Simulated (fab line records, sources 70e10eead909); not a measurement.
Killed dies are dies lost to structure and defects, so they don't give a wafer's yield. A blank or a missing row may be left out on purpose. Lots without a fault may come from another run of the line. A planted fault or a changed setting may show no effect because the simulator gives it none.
One fault seen from 3 desks | flow nand_harc | each desk has only its own numbers; what lay behind them comes last

THE METROLOGY DESK
What the gauges read, lot by lot, whatever tool the lot ran on: means of the sampled wafers that have a number. A lot is out of limits, marked OUT, if its mean lies more than 4 standard deviations from the usual mean; the brackets give that distance.
Columns: A = cd_nm at NHARC_P_M0_CD_MEAS_09, usual 90.3 nm
lot  | first seen here | A
L977 | day 5 22:35     | 90.0
L979 | day 6 16:37     | 90.5
L985 | day 10 05:01    | 88.9
L984 | day 10 05:59    | 89.7
L986 | day 10 11:59    | 89.7
L983 | day 10 13:19    | 90.4
L987 | day 10 13:31    | 91.2
L982 | day 10 18:40    | 90.7
L988 | day 10 21:22    | 90.5
L998 | day 15 02:28    | 95.5 (+7.9) OUT
L999 | day 15 08:47    | 95.3 (+7.6) OUT
This desk's finding: out of limits on L998, L999; first on L998, day 15 02:28 (cd_nm at NHARC_P_M0_CD_MEAS_09). In limits: L977, L979, L985, L984, L986, L983, L987, L982, L988.

THE TOOL OWNER'S DESK: litho_track-04
The tool's own readings at NHARC_P_M0_PEB_07 (peb time 65 s): means of the sampled wafers that have a number, for each lot that ran on this tool. A lot is out of limits, marked OUT, if its mean lies more than 4 standard deviations from the usual mean; the brackets give that distance.
Columns: A = exhaust_pa at NHARC_P_M0_PEB_07, usual 44.7 Pa; B = heater_power_total_W at NHARC_P_M0_PEB_07, usual 156.6 W; C = plate_temp_C at NHARC_P_M0_PEB_07, usual 100.03 C
lot  | first seen here | A    | B                | C
L979 | day 6 16:32     | 44.0 | 156.5            | 100.01
L987 | day 10 13:26    | 45.8 | 156.4            | 100.06
L998 | day 15 02:23    | 45.1 | 159.6 (+7.1) OUT | 101.62 (+13) OUT
L999 | day 15 08:43    | 44.2 | 159.2 (+6.3) OUT | 101.43 (+12) OUT
This desk's finding: out of limits on L998, L999; first on L998, day 15 02:23 (heater_power_total_W at NHARC_P_M0_PEB_07). In limits: L979, L987.

THE DEFECT DESK
What the inspections along the route counted, lot by lot: means of the sampled wafers that have a number. A lot is out of limits, marked OUT, if its mean lies more than 4 standard deviations from the usual mean; the brackets give that distance.
Columns: A = raw_defect_count at NHARC_P_M0_INSPECT_11, usual 5.2
lot  | first seen here | A
L977 | day 5 22:42     | 5.0
L979 | day 6 16:44     | 6.7
L985 | day 10 05:08    | 3.7
L984 | day 10 06:07    | 4.3
L986 | day 10 12:07    | 3.3
L983 | day 10 13:27    | 11.7
L987 | day 10 13:38    | 4.0
L982 | day 10 18:47    | 3.3
L988 | day 10 21:29    | 4.3
L998 | day 15 02:36    | 5.7
L999 | day 15 08:55    | 6.0
This desk's finding: nothing out of limits on any of the 11 lots.

PUT TOGETHER
The tool owner's desk could have raised an alarm at day 15 02:23, on L998, L999.
The metrology desk could have raised an alarm at day 15 02:28, on L998, L999.
The defect desk saw nothing out of limits.
The defect desk has L998, L999 on record, within its limits.
Of the lots named, all ran NHARC_P_M0_PEB_07 on litho_track-04.

WHAT THE SIMULATOR HAD PUT IN
Process parameter drift: litho_track-04, from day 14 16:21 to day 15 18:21, at NHARC_P_M0_PEB_07. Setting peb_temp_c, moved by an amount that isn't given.
Lots struck among those shown: L998, L999.
Hours from the fault's start to each desk's first reading out of limits: the tool owner's desk, 10; the metrology desk, 10.
